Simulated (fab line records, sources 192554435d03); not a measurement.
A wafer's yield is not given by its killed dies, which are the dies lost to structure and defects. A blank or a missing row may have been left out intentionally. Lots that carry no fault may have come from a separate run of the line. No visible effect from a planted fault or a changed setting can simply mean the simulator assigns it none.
Matching of chambers / flow n5_finfet / 4 sister chambers for N5_MOL_CONTACT_COAG_ALD_123 on ald_sin-01
The step deposits SiNx, target thk 5 nm, pulse time 1 s, purge time 2 s. 8 wafers are shown with their chamber, then 8 later ones without.

## WAFERS WITH THEIR CHAMBER
wafer=L088.5; chamber=3; heater_power_w (W)=929; precursor_pulse_height_rel=1.022
wafer=L088.6; chamber=0; heater_power_w (W)=854; precursor_pulse_height_rel=1.000
wafer=L089.5; chamber=1; heater_power_w (W)=847; precursor_pulse_height_rel=0.994
wafer=L089.6; chamber=2; heater_power_w (W)=948; precursor_pulse_height_rel=0.981
wafer=L091.1; chamber=1; heater_power_w (W)=818; precursor_pulse_height_rel=1.017
wafer=L091.2; chamber=0; heater_power_w (W)=840; precursor_pulse_height_rel=1.037
wafer=L091.3; chamber=2; heater_power_w (W)=946; precursor_pulse_height_rel=1.012
wafer=L091.4; chamber=3; heater_power_w (W)=935; precursor_pulse_height_rel=0.991

## WAFERS WITH NO CHAMBER GIVEN
wafer=L091.5; heater_power_w (W)=951; precursor_pulse_height_rel=1.031
wafer=L091.6; heater_power_w (W)=933; precursor_pulse_height_rel=1.002
wafer=L094.1; heater_power_w (W)=900; precursor_pulse_height_rel=1.013
wafer=L094.2; heater_power_w (W)=820; precursor_pulse_height_rel=1.007
wafer=L094.6; heater_power_w (W)=917; precursor_pulse_height_rel=1.047
wafer=L097.1; heater_power_w (W)=923; precursor_pulse_height_rel=1.019
wafer=L097.3; heater_power_w (W)=824; precursor_pulse_height_rel=1.006
wafer=L097.5; heater_power_w (W)=825; precursor_pulse_height_rel=0.987

## WHICH CHAMBER EACH WENT THROUGH
wafer=L091.5; from the rows above=can't be placed: 2 or 3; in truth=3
wafer=L091.6; from the rows above=can't be placed: 3 or 2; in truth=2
wafer=L094.1; from the rows above=can't be placed: 3 or 2 or 0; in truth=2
wafer=L094.2; from the rows above=can't be placed: 1 or 0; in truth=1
wafer=L094.6; from the rows above=can't be placed: 3 or 2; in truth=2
wafer=L097.1; from the rows above=can't be placed: 3 or 2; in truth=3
wafer=L097.3; from the rows above=can't be placed: 1 or 0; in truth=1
wafer=L097.5; from the rows above=can't be placed: 1 or 0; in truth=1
0 of 8 placed correctly. From these rows, 8 cannot be placed; in 8 the true chamber is one of the candidates. Wrongly placed: 0.
How it was worked out, from the rows above alone: a wafer's distance from a chamber is the root of the sum, over the readings, of the square of ((its reading less the chamber's mean) divided by the reading's scatter). The wafer belongs to the nearest chamber; if the next one is less than 2 further off, it can't be placed. Each chamber's mean is taken over the wafers shown for it. The scatter is the square root of a quotient: the sum, over the shown wafers, of each reading's squared deviation from its chamber's mean, divided by wafers minus chambers.
